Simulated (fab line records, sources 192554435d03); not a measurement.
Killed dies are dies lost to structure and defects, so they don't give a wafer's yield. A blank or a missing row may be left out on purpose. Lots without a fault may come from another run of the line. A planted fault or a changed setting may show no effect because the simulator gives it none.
fab line records | flow n5_finfet
record lots=9 wafers=27 last_day=17
route steps=1938 shown FIN_SAQP@97 BEOL_M4@1111 PASSIVATION@1936
lots that met no fault: from a run of the same line without faults
start_h: hours from the record's first day to the start of the lot's first wafer shown | wait_h: hours since the lot's step before | " the same as in the row above | L1.1+2: a row that stands for several wafers | - no value, or no start given | * or withheld: withheld | < > ~ a bound
route shown NAME@n: a module of which the file shows steps, and the number in the route of the first | usual: mean/standard deviation of fault-free wafers | same: alike in all rows | chamber/n: place in a boat | sites: the reading at each site | _std_site: their standard deviation | _edge_site: outer sites' mean less inner sites' | radius_mm: how far each site lies from the wafer's centre | mask NAME#n: copy n | behind: the tool/chamber that last shaped the wafer | hold: why the lot was held/for how many hours/how that ended | device: the transistor (n, p or np) that didn't switch | end of line: the same wafers' tests at the end of the route | a step without rows: its recipe alone | killed: dies lost to structure and defects at the first sort, not the wafer's yield | map: a wafer's dies, x killed, . not, _ none there
set.NAME: the setting as run; set.NAME@STEP: as run at that earlier step | model.NAME: the simulator's own value behind a step, which no gauge read
steps of the route over a sample of lots; a table a step, a row a wafer
services: from which hour (start_h, from the record's first day; less than 0 if before it) a tool's chamber was out of use, for how many hours, and why
## steps
# step N5_FIN_SAQP_THK_MEAS_05
# usual thk_nm=38.2/0.55
# columns lot.wafer tool chamber start_h wait_h thk_nm
L799.2 film_metro-02 - 57.03 0.1 38.2
L799.3 " - " " 38.3
L799.4 " - " " 38.2
L801.1 film_metro-02 - 69.00 0.1 37.4
L801.3 " - " " 38.1
L801.6 " - " " 38.2
L802.1 film_metro-02 - 75.58 0.1 38.4
L802.2 " - " " 38.7
L802.3 " - " " 38.6
L803.2 film_metro-02 - 81.70 0.1 37.0
L803.5 " - " " 37.8
L803.6 " - " " 37.0
L804.1 film_metro-02 - 87.83 0.1 38.2
L804.4 " - " " 38.8
L804.5 " - " " 39.0
L812.4 film_metro-02 - 135.59 0.0 38.4
L812.5 " - " " 38.6
L812.6 " - " " 38.1
L813.2 film_metro-01 - 141.47 0.1 38.0
L813.3 " - " " 37.9
L813.4 " - " " 37.5
L815.1 film_metro-01 - 153.87 0.1 38.2
L815.2 " - " " 38.3
L815.6 " - " " 38.6
L816.1 film_metro-01 - 159.16 0.1 38.1
L816.3 " - " " 38.2
L816.5 " - " " 38.6
# step N5_FIN_SAQP_PECVD_47
# recipe material=a-Si target_thk_a=450 temp_c=400 precursor=SiH4/He pressure_torr=3 rf_w=100 time_s=36.3
# usual heater_power_w=822/85 showerhead_plenum_p_Torr=5.68/0.046 throttle_valve_pct=18.3/1.2
# columns lot.wafer tool chamber start_h wait_h heater_power_w showerhead_plenum_p_Torr throttle_valve_pct
L799.2 pecvd-01 0 57.07 0.0 886 5.63 19.2
L799.3 " 1 " " 812 5.71 21.1
L799.4 " 1 " " 827 5.70 21.2
L801.1 pecvd-03 1 69.04 0.0 903 5.72 18.1
L801.3 " 0 " " 816 5.62 18.7
L801.6 " 0 " " 812 5.63 18.8
L802.1 pecvd-03 0 75.62 0.0 695 5.62 18.9
L802.2 " 1 " " 861 5.73 17.7
L802.3 " 2 " " 683 5.69 17.4
L803.2 pecvd-03 1 81.73 0.0 833 5.70 17.9
L803.5 " 2 " " 831 5.71 17.4
L803.6 " 0 " " 821 5.64 18.5
L804.1 pecvd-03 0 87.87 0.0 846 5.62 18.7
L804.4 " 1 " " 861 5.70 18.3
L804.5 " 2 " " 788 5.70 17.2
L812.4 pecvd-02 2 135.65 0.1 772 5.63 16.2
L812.5 " 0 " " 967 5.66 18.8
L812.6 " 1 " " 743 5.75 17.8
L813.2 pecvd-01 1 141.51 0.0 953 5.70 21.3
L813.3 " 0 " " 809 5.62 19.5
L813.4 " 2 " " 809 5.69 18.1
L815.1 pecvd-01 1 153.91 0.0 815 5.69 21.6
L815.2 " 2 " " 931 5.71 18.0
L815.6 " 2 " " 904 5.71 17.6
L816.1 pecvd-02 2 159.20 0.0 714 5.65 16.5
L816.3 " 1 " " 761 5.75 17.8
L816.5 " 0 " " 989 5.66 18.8
# step N5_FIN_SAQP_HM_DEP_72
# recipe material=SiO2 target_thk_a=120 temp_c=400 precursor=SiH4/N2O pressure_torr=0.75 rf_w=275 time_s=7.2
# usual heater_power_w=744/76 showerhead_plenum_p_Torr=8.18/0.12
# columns lot.wafer tool chamber start_h wait_h heater_power_w showerhead_plenum_p_Torr
L799.2 pecvd-03 0 57.27 0.0 671 8.05
L799.3 " 1 " " 731 8.30
L799.4 " 0 " " 650 8.04
L801.1 pecvd-01 0 69.25 0.0 788 8.03
L801.3 " 1 " " 789 8.25
L801.6 " 2 " " 726 8.26
L802.1 pecvd-02 0 75.83 0.0 908 8.06
L802.2 " 2 " " 641 8.06
L802.3 " 1 " " 648 8.35
L803.2 pecvd-02 0 81.94 0.0 919 8.07
L803.5 " 2 " " 612 8.07
L803.6 " 0 " " 930 8.07
L804.1 pecvd-03 2 88.08 0.0 639 8.25
L804.4 " 2 " " 647 8.26
L804.5 " 1 " " 741 8.28
L812.4 pecvd-03 0 135.86 0.1 716 8.04
L812.5 " 2 " " 728 8.22
L812.6 " 1 " " 723 8.30
L813.2 pecvd-01 0 141.71 0.0 677 8.03
L813.3 " 1 " " 801 8.24
L813.4 " 2 " " 828 8.24
L815.1 pecvd-02 2 154.12 0.0 664 8.07
L815.2 " 1 " " 655 8.39
L815.6 " 1 " " 653 8.35
L816.1 pecvd-03 0 159.41 0.0 686 8.05
L816.3 " 2 " " 707 8.21
L816.5 " 2 " " 688 8.21
# step N5_FIN_SAQP_MANDREL_ETCH_22
# recipe target_depth_a=600 chemistry=HBr/Cl2 target=a-Si stop_on=SiNx bt_time_s=10 over_etch_frac=0.5 time_s=30 pressure_mtorr=10 icp_w=800 bias_w=75 HBr_flow_sccm=150 Cl2_flow_sccm=80 ends=end_point
# usual drypump_motor_current_A=5.9/0.51 he_backside_leak_sccm=2.7/0.38 oes_product_au=0.765/0.014 over_etch_frac=0.5/0 throttle_valve_pct=35.31/0.23
# columns lot.wafer tool chamber start_h wait_h drypump_motor_current_A he_backside_leak_sccm oes_product_au over_etch_frac rf_hours_counter_h throttle_valve_pct
L799.2 rie_si-02 1 58.41 0.0 6.4 2.8 0.766 0.5 3 35.44
L799.3 " 2 " " 6.1 2.6 0.736 0.5 23 35.03
L799.4 " 3 " " 5.0 2.4 0.769 0.5 68 35.22
L801.1 rie_si-02 2 70.08 0.0 6.1 2.6 0.745 0.5 23 35.03
L801.3 " 3 " " 5.0 2.3 0.761 0.5 69 35.24
L801.6 " 0 " " 5.8 2.7 0.749 0.5 - 35.56
L802.1 rie_si-02 0 76.65 0.0 5.8 2.7 0.649 0.96404 132 35.80
L802.2 " 1 " " 6.3 2.8 0.678 0.96404 3 35.62
L802.3 " 3 " " 5.0 2.4 0.657 0.96404 69 35.44
L803.2 rie_si-02 1 82.77 0.0 6.3 3.0 0.657 0.96404 3 35.66
L803.5 " 3 " " 5.0 2.3 0.652 0.96404 - 35.45
L803.6 " 2 " " 6.1 2.5 0.636 0.96404 - 35.24
L804.1 rie_si-02 2 88.91 0.0 6.1 2.6 0.633 0.96404 23 35.26
L804.4 " 0 " " 5.8 2.6 0.652 0.96404 132 35.79
L804.5 " 0 " " 5.8 2.6 0.649 0.96404 - 35.78
L812.4 rie_si-01 1 136.66 0.0 6.4 3.0 0.754 0.5 154 35.70
L812.5 " 3 " " 6.5 2.6 0.780 0.5 - 35.18
L812.6 " 2 " " 6.2 2.3 0.784 0.5 - 35.13
L813.2 rie_si-01 2 142.54 0.0 6.2 2.3 0.781 0.5 79 35.13
L813.3 " 0 " " 5.3 2.9 0.769 0.5 166 35.20
L813.4 " 3 " " 6.5 2.6 0.779 0.5 11 35.16
L815.1 rie_si-01 0 154.85 0.0 5.3 3.0 0.766 0.5 166 35.19
L815.2 " 2 " " 6.2 2.3 0.771 0.5 79 35.14
L815.6 " 0 " " 5.3 2.8 0.773 0.5 - 35.19
L816.1 rie_si-01 0 160.11 0.0 5.3 3.0 0.770 0.5 166 35.19
L816.3 " 1 " " 6.4 2.8 0.760 0.5 154 35.69
L816.5 " 2 " " 6.2 2.2 0.778 0.5 - 35.13
# step N5_FIN_SAQP_ETCH_57
# recipe chemistry=CH3F/O2 target=SiNx mask_material=SiO2 target_depth_a=325 time_s=46.4 pressure_mtorr=30 source_w=395 bias_w=73 Ar_flow_sccm=150 CH3F_flow_sccm=30 O2_flow_sccm=20 ion_energy_ev=120 ends=cleared
# usual drypump_motor_current_A=5.5/0.49 etch_rf_on_time_s=46.7/1 oes_product_au=0.67/0.06 rf_vpp_V=298/3.9 showerhead_plenum_p_Torr=2.01/0.069 throttle_valve_pct=16.36/0.25
# columns lot.wafer tool chamber start_h wait_h drypump_motor_current_A etch_rf_on_time_s oes_product_au rf_hours_counter_h rf_vpp_V showerhead_plenum_p_Torr throttle_valve_pct
L799.2 rie_diel-03 3 60.68 0.1 5.8 45.9 0.58 231 299 2.05 16.65
L799.3 " 0 " " 6.2 45.3 0.62 183 298 2.07 16.48
L799.4 " 2 " " 5.8 47.2 0.62 166 299 1.92 16.48
L801.1 rie_diel-01 2 71.99 0.1 5.1 46.8 0.70 73 293 2.12 16.58
L801.3 " 0 " " 5.7 46.6 0.65 174 299 1.98 16.47
L801.6 " 0 " " 5.7 46.6 0.64 - 299 1.98 16.47
L802.1 rie_diel-03 2 79.69 0.1 5.8 39.2 0.64 173 298 1.92 16.51
L802.2 " 0 " " 6.2 37.7 0.63 189 298 2.07 16.50
L802.3 " 1 " " 4.8 40.4 0.73 63 296 1.96 15.98
L803.2 rie_diel-01 0 84.78 0.0 5.6 38.3 0.64 179 298 1.98 16.48
L803.5 " 0 " " 5.6 40.1 0.65 - 298 1.98 16.48
L803.6 " 3 " " 6.5 38.7 0.79 - 303 2.12 15.93
L804.1 rie_diel-03 3 91.11 0.0 5.8 39.2 0.58 241 301 2.05 16.64
L804.4 " 1 " " 4.8 40.7 0.72 67 297 1.96 15.98
L804.5 " 3 " " 5.7 41.2 0.58 - 300 2.05 16.65
L812.4 rie_diel-03 1 138.70 0.0 4.8 48.1 0.70 85 297 1.95 16.03
L812.5 " 2 " " 5.8 48.3 0.62 - 299 1.91 16.56
L812.6 " 1 " " 4.8 47.3 0.69 - 296 1.95 16.01
L813.2 rie_diel-06 1 144.65 0.0 5.4 45.3 0.69 90 302 2.03 16.34
L813.3 " 3 " " 4.9 46.0 0.71 66 302 1.94 15.93
L813.4 " 0 " " 5.1 46.2 0.63 180 290 2.07 16.53
L815.1 rie_diel-01 2 156.66 0.0 5.1 47.3 0.67 102 293 2.11 16.63
L815.2 " 3 " " 6.6 45.3 0.74 42 303 2.12 16.01
L815.6 " 3 " " 6.5 45.5 0.74 - 301 2.12 15.97
L816.1 rie_diel-06 0 161.96 0.0 5.0 45.4 0.62 187 290 2.06 16.56
L816.3 " 2 " " 5.3 44.7 0.70 105 303 1.93 16.38
L816.5 " 0 " " 5.1 46.0 0.62 - 292 2.06 16.55
# step N5_BEOL_M4_RC_MEAS_101
# usual DIBL_N=36.3/1.7 DIBL_P=36.5/1.8 IOFF_N=0.16/0.033 IOFF_P=0.21/0.037 ION_N=675/11 ION_P=462/7.9 SS_N=71.6/0.64 SS_P=73.3/0.68 VT_N=249/3.3 VT_P=-250/3.3
# columns lot.wafer tool chamber start_h wait_h DIBL_N[mV/V] DIBL_P[mV/V] IOFF_N[nA/um] IOFF_P[nA/um] ION_N[uA/um] ION_P[uA/um] SS_N[mV/dec] SS_P[mV/dec] VT_N[mV] VT_P[mV]
L799.2 prober-01 0 202.29 0.2 37.3 38.4 0.18 0.24 680 466 72.3 72.8 247 -251
L799.3 " 0 " " 36.6 36.7 0.17 0.22 688 459 71.7 72.8 250 -253
L799.4 " 0 " " 37.0 37.8 0.17 0.24 676 465 72.3 73.0 249 -248
L801.1 prober-02 0 207.58 0.0 37.4 38.4 0.18 0.24 660 460 72.2 73.5 251 -247
L801.3 " 0 " " 35.1 34.8 0.14 0.18 658 445 71.9 72.8 254 -251
L801.6 " 0 " " 32.3 33.3 0.11 0.16 657 457 70.5 72.1 255 -254
L803.2 prober-01 0 223.35 0.2 34.9 35.2 0.15 0.22 679 467 71.0 73.7 249 -250
L803.5 " 0 " " 35.6 36.8 0.16 0.23 675 467 71.6 74.1 249 -248
L803.6 " 0 " " 33.3 33.1 0.12 0.19 690 479 70.1 72.8 254 -249
L802.1 prober-02 0 223.77 0.1 34.4 34.8 0.11 0.16 662 448 70.0 72.8 253 -257
L802.2 " 0 " " 36.1 37.7 0.14 0.21 653 460 70.6 73.9 253 -251
L802.3 " 0 " " 36.9 38.2 0.15 0.20 662 450 71.1 73.8 251 -253
L804.1 prober-01 0 225.25 0.0 35.8 36.3 0.16 0.20 684 464 71.3 72.9 249 -251
L804.4 " 0 " " 35.6 34.7 0.15 0.17 666 450 71.1 72.7 249 -253
L804.5 " 0 " " 34.2 33.9 0.13 0.17 657 448 71.1 72.1 251 -253
L812.4 prober-01 0 267.91 0.5 37.3 36.6 0.16 0.23 678 472 71.4 72.5 254 -245
L812.5 " 0 " " 36.3 35.8 0.15 0.22 662 460 71.4 73.4 253 -248
L812.6 " 0 " " 37.3 36.4 0.17 0.23 667 464 71.9 73.5 249 -247
L813.2 prober-02 0 288.09 0.2 33.4 33.1 0.13 0.17 682 465 71.4 72.7 251 -254
L813.3 " 0 " " 35.3 34.8 0.16 0.19 677 462 71.3 73.6 247 -251
L813.4 " 0 " " 34.3 33.9 0.14 0.18 672 459 71.9 73.2 250 -252
L816.1 prober-01 0 298.10 0.0 33.2 33.6 0.12 0.16 669 452 71.2 72.4 252 -256
L816.3 " 0 " " 36.3 37.7 0.18 0.21 678 461 71.9 74.4 248 -250
L816.5 " 0 " " 36.8 38.6 0.19 0.22 677 458 72.1 74.3 246 -253
L815.1 prober-02 0 298.18 0.0 36.2 35.1 0.14 0.17 662 447 71.2 73.8 253 -251
L815.2 " 0 " " 37.3 36.3 0.16 0.18 677 458 72.1 73.9 249 -254
L815.6 " 0 " " 37.5 37.0 0.16 0.20 673 458 71.5 74.2 247 -253
# step N5_PASSIVATION_PROBE_49
# usual defect_limited_yield=91.3/1.5 killed_at_M0_to_M3=34/9.4 killed_at_M4_up=13/5.3 killed_at_contacts=13/5.7 killed_at_front_end=40/10 killed_at_other=3.7/2.8 killed_dies=103/17 killed_open=67/13 killed_short=35/8.5 sort_bin_5_function=5.0/0.98 sort_bin_6_memory=3.3/0.7 sort_n_pass=1077/17 sort_yield_pct=91.3/1.5
# same gross_dies=1180 killed_at_back_side=0 sort_bin_4_leakage[%]=0 sort_bin_8_speed[%]=0
# columns lot.wafer tool chamber start_h wait_h defect_limited_yield[%] killed_at_M0_to_M3 killed_at_M4_up killed_at_contacts killed_at_front_end killed_at_other killed_dies killed_open killed_short sort_bin_5_function[%] sort_bin_6_memory[%] sort_n_pass sort_yield_pct[%]
L799.2 prober-01 - 307.64 0.1 89.0 31 16 22 56 5 130 90 40 6.1 4.7 1050 89.0
L799.3 prober-01 - 307.69 0.1 92.5 31 14 12 23 8 88 60 26 4.8 2.3 1092 92.5
L799.4 prober-01 - 307.74 0.2 89.9 40 8 9 59 3 119 80 37 5.0 4.1 1061 89.9
L803.2 prober-02 - 326.72 0.2 90.4 33 18 11 45 6 113 75 37 4.9 4.2 1067 90.4
L803.5 prober-02 - 326.87 0.3 90.5 53 10 7 38 4 112 86 26 5.8 3.4 1068 90.5
L803.6 prober-02 - 326.92 0.4 91.6 26 7 23 36 7 99 66 32 4.0 4.0 1081 91.6
L802.1 prober-01 - 331.29 0.0 92.9 33 11 7 24 9 84 56 28 3.8 2.8 1096 92.9
L802.2 prober-01 - 331.34 0.1 90.8 37 20 5 43 4 109 68 38 4.7 4.2 1071 90.8
L802.3 prober-01 - 331.39 0.1 92.5 34 17 7 24 6 88 54 34 4.4 2.6 1092 92.5
L812.4 prober-02 - 369.93 0.2 94.0 28 6 12 21 4 71 49 22 3.6 2.2 1109 94.0
L812.5 prober-02 - 369.98 0.2 90.7 34 14 11 45 6 110 77 32 5.9 3.1 1070 90.7
L812.6 prober-02 - 370.03 0.3 92.9 29 2 8 41 4 84 47 36 4.3 2.5 1096 92.9
L813.2 prober-01 - 386.92 0.1 93.1 17 16 15 34 0 82 51 31 4.2 2.8 1098 93.1
L813.3 prober-01 - 386.97 0.1 93.0 26 10 16 31 0 83 46 37 4.5 2.4 1097 93.0
L813.4 prober-01 - 387.02 0.2 94.2 13 8 7 38 2 68 48 18 3.6 2.0 1112 94.2
L815.1 prober-01 - 392.89 0.0 89.2 28 11 19 65 5 128 87 34 5.9 4.1 1052 89.2
L815.2 prober-01 - 392.94 0.1 91.8 27 13 11 43 3 97 65 31 4.2 3.5 1083 91.8
L815.6 prober-01 - 393.14 0.3 92.5 18 3 13 51 3 88 57 31 5.0 2.4 1092 92.5
# killed by level:class
L799.2 MOL_CONTACT_COAG:geometric_particle:open=17 FIN_SAQP:geometric_particle:open=11 STI_FIN_REVEAL:geometric_particle:open=10 BEOL_M1:geometric_particle:open=10 FIN_SAQP:geometric_particle:short=8 BEOL_M4:geometric_particle:open=8 GATE_CUT:geometric_particle:short=6 DUMMY_GATE:geometric_particle:open=5
L799.3 MOL_CONTACT_COAG:geometric_particle:open=10 FIN_SAQP:geometric_particle:open=6 BEOL_M2:geometric_particle:open=6 BEOL_M1:geometric_particle:open=5 BEOL_M0_SAQP:geometric_particle:open=5 BEOL_M0_SAQP:geometric_particle:short=4 BEOL_M4:geometric_particle:open=4 STI_FIN_REVEAL:geometric_particle:open=3
L799.4 STI_FIN_REVEAL:geometric_particle:open=16 FIN_SAQP:geometric_particle:open=15 FIN_SAQP:geometric_particle:short=11 MOL_CONTACT_COAG:geometric_particle:open=9 BEOL_M1:geometric_particle:open=9 BEOL_M1:geometric_particle:short=7 BEOL_M0_SAQP:geometric_particle:open=6 BEOL_M3:geometric_particle:open=6
L803.2 BEOL_M2:geometric_particle:open=13 FIN_SAQP:geometric_particle:open=10 MOL_CONTACT_COAG:geometric_particle:open=8 GATE_CUT:geometric_particle:short=8 FIN_SAQP:geometric_particle:short=7 STI_FIN_REVEAL:geometric_particle:open=6 BEOL_M1:geometric_particle:open=5 BEOL_M4:geometric_particle:open=5
L803.5 BEOL_M3:geometric_particle:open=12 DUMMY_GATE:geometric_particle:open=11 BEOL_M2:geometric_particle:open=10 STI_FIN_REVEAL:geometric_particle:open=8 BEOL_M0_SAQP:geometric_particle:open=8 BEOL_M1:geometric_particle:open=8 MOL_CONTACT_COAG:geometric_particle:open=7 GATE_CUT:geometric_particle:short=4
L803.6 MOL_CONTACT_COAG:geometric_particle:open=19 STI_FIN_REVEAL:geometric_particle:open=7 BEOL_M1:geometric_particle:open=7 GATE_CUT:geometric_particle:short=6 FIN_SAQP:geometric_particle:short=5 BEOL_M2:geometric_particle:open=5 BEOL_M3:geometric_particle:open=5 MOL_CONTACT_COAG:geometric_particle:short=4
L802.1 BEOL_M0_SAQP:geometric_particle:short=10 BEOL_M2:geometric_particle:open=9 BEOL_M0_SAQP:geometric_particle:open=8 MOL_CONTACT_COAG:geometric_particle:open=7 FIN_SAQP:geometric_particle:short=6 ILD0:geometric_particle:open=5 BEOL_M4:geometric_particle:open=5 BEOL_M3:geometric_particle:open=4
L802.2 FIN_SAQP:geometric_particle:short=12 STI_FIN_REVEAL:geometric_particle:open=12 BEOL_M4:geometric_particle:open=12 BEOL_M0_SAQP:geometric_particle:short=11 BEOL_M2:geometric_particle:open=10 BEOL_M0_SAQP:geometric_particle:open=7 DUMMY_GATE:geometric_particle:open=6 GATE_CUT:geometric_particle:open=4
L802.3 FIN_SAQP:geometric_particle:short=11 BEOL_M0_SAQP:geometric_particle:open=10 BEOL_M4:geometric_particle:open=8 MOL_CONTACT_COAG:geometric_particle:open=6 BEOL_M0_SAQP:geometric_particle:short=6 BEOL_M2:geometric_particle:open=6 BEOL_M1:geometric_particle:short=4 BEOL_M5:geometric_particle:open=4
L812.4 MOL_CONTACT_COAG:geometric_particle:open=10 BEOL_M3:geometric_particle:open=8 BEOL_M2:geometric_particle:open=5 DUMMY_GATE:geometric_particle:open=4 BEOL_M0_SAQP:geometric_particle:short=4 STI_FIN_REVEAL:geometric_particle:open=3 DUMMY_GATE:geometric_particle:short=3 BEOL_M0_SAQP:geometric_particle:open=3
L812.5 STI_FIN_REVEAL:geometric_particle:open=15 BEOL_M2:geometric_particle:open=9 MOL_CONTACT_COAG:geometric_particle:open=8 FIN_SAQP:geometric_particle:open=7 BEOL_M4:geometric_particle:short=5 BEOL_M0_SAQP:geometric_particle:open=5 BEOL_M1:geometric_particle:open=5 GATE_CUT:geometric_particle:open=4
L812.6 FIN_SAQP:geometric_particle:open=7 MOL_CONTACT_COAG:geometric_particle:open=7 STI_FIN_REVEAL:geometric_particle:open=7 BEOL_M0_SAQP:geometric_particle:short=7 BEOL_M3:geometric_particle:open=6 BEOL_M3:geometric_particle:short=6 STARTING-WAFER:geometric_particle:short=6 FIN_SAQP:geometric_particle:short=4
L813.2 MOL_CONTACT_COAG:geometric_particle:open=11 FIN_SAQP:geometric_particle:open=10 BEOL_M4:geometric_particle:open=8 BEOL_M3:geometric_particle:open=7 BEOL_M3:geometric_particle:short=5 GATE_CUT:geometric_particle:short=4 MOL_CONTACT_COAG:geometric_particle:short=4 BEOL_M4:geometric_particle:short=4
L813.3 MOL_CONTACT_COAG:geometric_particle:open=9 BEOL_M0_SAQP:geometric_particle:short=9 MOL_CONTACT_COAG:geometric_particle:short=7 STARTING-WAFER:geometric_particle:short=7 BEOL_M0_SAQP:geometric_particle:open=6 BEOL_M1:geometric_particle:open=6 DUMMY_GATE:geometric_particle:open=5 FIN_SAQP:geometric_particle:short=4
L813.4 FIN_SAQP:geometric_particle:open=8 MOL_CONTACT_COAG:geometric_particle:open=7 FIN_SAQP:geometric_particle:short=6 GATE_CUT:geometric_particle:open=6 BEOL_M2:geometric_particle:open=6 BEOL_M4:geometric_particle:open=5 GATE_CUT:geometric_particle:short=4 STI_FIN_REVEAL:geometric_particle:open=3
L815.1 MOL_CONTACT_COAG:geometric_particle:open=16 STI_FIN_REVEAL:geometric_particle:open=15 BEOL_M1:geometric_particle:open=12 FIN_SAQP:geometric_particle:open=9 FIN_SAQP:geometric_particle:short=8 HKMG_FIN:area_etch=6 GATE_CUT:geometric_particle:short=5 BEOL_M3:geometric_particle:open=5
L815.2 FIN_SAQP:geometric_particle:open=13 BEOL_M3:geometric_particle:open=9 MOL_CONTACT_COAG:geometric_particle:open=8 STI_FIN_REVEAL:geometric_particle:open=7 FIN_SAQP:geometric_particle:short=5 BEOL_M0_SAQP:geometric_particle:open=4 BEOL_M1:geometric_particle:open=4 BEOL_M2:geometric_particle:open=4
L815.6 FIN_SAQP:geometric_particle:open=13 MOL_CONTACT_COAG:geometric_particle:open=11 FIN_SAQP:geometric_particle:short=10 GATE_CUT:geometric_particle:short=6 BEOL_M2:geometric_particle:open=6 BEOL_M3:geometric_particle:open=6 DUMMY_GATE:geometric_particle:open=4 STI_FIN_REVEAL:geometric_particle:open=3
## services
# columns tool chamber start_h hours kind
rie_si-01 1 38.15 1.3 repair
rie_si-01 0 40.30 3.2 repair
pecvd-03 1 50.47 2.1 scheduled_down
rie_diel-06 - 54.77 0.3 repair
rie_diel-03 2 54.77 2.2 repair
pecvd-03 - 62.01 2.6 repair
pecvd-01 - 64.75 1.1 repair
rie_diel-01 3 68.92 12.7 repair
pecvd-01 - 87.63 2.8 pm
rie_diel-06 - 89.79 0.7 repair
pecvd-01 2 92.25 19.5 repair
pecvd-01 0 103.81 5.3 repair
rie_si-02 3 104.78 3.9 repair
rie_diel-03 3 115.55 - clean
rie_diel-03 3 115.55 - consumable_replace:focus_ring
rie_diel-03 3 115.55 23.0 scheduled_down
rie_diel-03 3 115.55 23.0 vent_cycle
pecvd-01 2 119.08 2.1 scheduled_down
pecvd-02 - 136.08 14.6 pm
rie_diel-03 2 140.46 3.9 repair
pecvd-03 - 141.25 0.5 repair
rie_diel-01 1 146.78 - clean
pecvd-02 0 153.68 4.6 repair
pecvd-03 0 160.72 5.5 scheduled_down
## key
first_sign step=N5_FIN_SAQP_MANDREL_ETCH_22 reading=over_etch_frac direction=up sigmas=99+ usual=0.5 struck=0.96404
effect step=N5_FIN_SAQP_MANDREL_ETCH_22 reading=oes_product_au direction=down sigmas=8.2 usual=0.765 struck=0.651
effect step=N5_FIN_SAQP_ETCH_57 reading=etch_rf_on_time_s direction=down sigmas=7.1 usual=* struck=*
met_at N5_FIN_SAQP_MANDREL_ETCH_22
struck_lots L802,L803,L804
not_acting_at N5_FIN_SAQP_THK_MEAS_05,N5_FIN_SAQP_PECVD_47,N5_FIN_SAQP_HM_DEP_72
onset_between 70.08 76.65
fault kind=process_parameter_drift tool=rie_si-02 chamber=- onset_h=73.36 steps=N5_FIN_SAQP_MANDREL_ETCH_22 channel=over_etch_frac offset=0.46404 shape=step end_h=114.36 acts_in=these_recipes_only stated=0.5
